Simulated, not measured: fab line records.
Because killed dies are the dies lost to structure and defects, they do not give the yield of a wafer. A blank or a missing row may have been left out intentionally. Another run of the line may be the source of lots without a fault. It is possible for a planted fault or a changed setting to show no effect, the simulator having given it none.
Chamber matching + flow n5Finfet + 4 sister chambers for N5_FIN_SAQP_MANDREL_ETCH_22 on rieSi-06
The step etches a-Si in HBr/Cl2, stops on SiNx, target depth 60 nm, bt time 10 s, time 30 s. 4 wafers are shown with their chamber, then 12 later ones without.

## WAFERS, EACH WITH ITS CHAMBER
| wafer  | chamber | throttleValvePct (%) |
|--------|---------|----------------------|
| L088.6 | 1       | 35.4                 |
| L089.2 | 3       | 36.1                 |
| L089.4 | 2       | 34.9                 |
| L089.6 | 0       | 35.7                 |

## WAFERS MISSING THEIR CHAMBER
| wafer  | throttleValvePct (%) |
|--------|----------------------|
| L090.1 | 35.4                 |
| L090.2 | 35.7                 |
| L090.6 | 35.7                 |
| L091.4 | 35.3                 |
| L091.5 | 35.7                 |
| L091.6 | 35.3                 |
| L092.1 | 34.9                 |
| L092.2 | 36.1                 |
| L092.4 | 35.7                 |
| L096.1 | 35.4                 |
| L096.4 | 36.0                 |
| L096.5 | 36.0                 |

## WHICH CHAMBER EACH WENT THROUGH
| wafer  | from the rows above | in truth |
|--------|---------------------|----------|
| L090.1 | 1                   | 1        |
| L090.2 | 0                   | 0        |
| L090.6 | 0                   | 0        |
| L091.4 | 1                   | 1        |
| L091.5 | 0                   | 0        |
| L091.6 | 1                   | 1        |
| L092.1 | 2                   | 2        |
| L092.2 | 3                   | 3        |
| L092.4 | 0                   | 0        |
| L096.1 | 1                   | 1        |
| L096.4 | 3                   | 3        |
| L096.5 | 3                   | 3        |
Correctly placed: 12 of 12. Number that these rows cannot place: 0. Wrongly placed: 0.
How it was worked out, from the rows above alone: a wafer's distance from a chamber is the root of the sum, over the readings, of the square of ((its reading less the chamber's mean) divided by the reading's scatter). If the next closest chamber is less than 2 further off than the closest, the wafer can't be placed; otherwise it belongs to the closest. A chamber's mean is the mean of its shown wafers. The scatter (one wafer shown for each chamber): square how far every hidden wafer sits from the nearest shown wafer, average those squares and take the square root.
